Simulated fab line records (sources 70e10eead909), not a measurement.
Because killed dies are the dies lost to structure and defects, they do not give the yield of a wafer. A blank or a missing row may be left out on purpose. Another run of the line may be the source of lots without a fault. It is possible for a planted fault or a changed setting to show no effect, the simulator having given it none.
Matching of chambers ; flow nand-harc ; NHARC_P_BONDPAD_STRIP_15 on rie-diel-07 has 4 sister chambers
The step strips in O2. 8 wafers are shown with their chamber, then 12 later ones without.

WAFERS, EACH WITH ITS CHAMBER
wafer;chamber;showerhead-plenum-p-Torr (Torr);drypump-motor-current-A (A)
L074.6;1;3.63;6.4
L082.1;1;3.62;6.5
L082.3;0;3.70;5.8
L086.1;3;3.32;6.2
L086.5;2;3.40;5.8
L087.4;0;3.70;5.8
L087.5;2;3.40;5.8
L087.6;3;3.32;6.2

WAFERS WITHOUT THEIR CHAMBER
wafer;showerhead-plenum-p-Torr (Torr);drypump-motor-current-A (A)
L091.2;3.40;5.8
L091.4;3.32;6.2
L091.5;3.40;5.8
L092.2;3.32;6.2
L092.3;3.40;5.8
L092.4;3.62;6.4
L092.1;3.62;6.4
L092.5;3.32;6.2
L092.6;3.40;5.8
L093.1;3.32;6.2
L093.2;3.40;5.8
L093.5;3.40;5.8

CHAMBER TAKEN BY EACH
wafer;from the rows above;in truth
L091.2;2;2
L091.4;3;3
L091.5;2;2
L092.2;3;3
L092.3;2;2
L092.4;1;1
L092.1;1;1
L092.5;3;3
L092.6;2;2
L093.1;3;3
L093.2;2;2
L093.5;2;2
12 of 12 placed correctly. Number that these rows cannot place: 0. Placed wrongly: 0.
How it was worked out, from the rows above alone: a wafer's distance from a chamber is the root of the sum, over the readings, of the square of ((its reading less the chamber's mean) divided by the reading's scatter). If the next closest chamber is less than 2 further off than the closest, the wafer can't be placed; otherwise it belongs to the closest. For every chamber, the mean is computed from those of its wafers that are shown. The scatter: take each reading less its chamber's mean, square it, sum over the shown wafers, divide by the number of wafers less the number of chambers, and take the root.
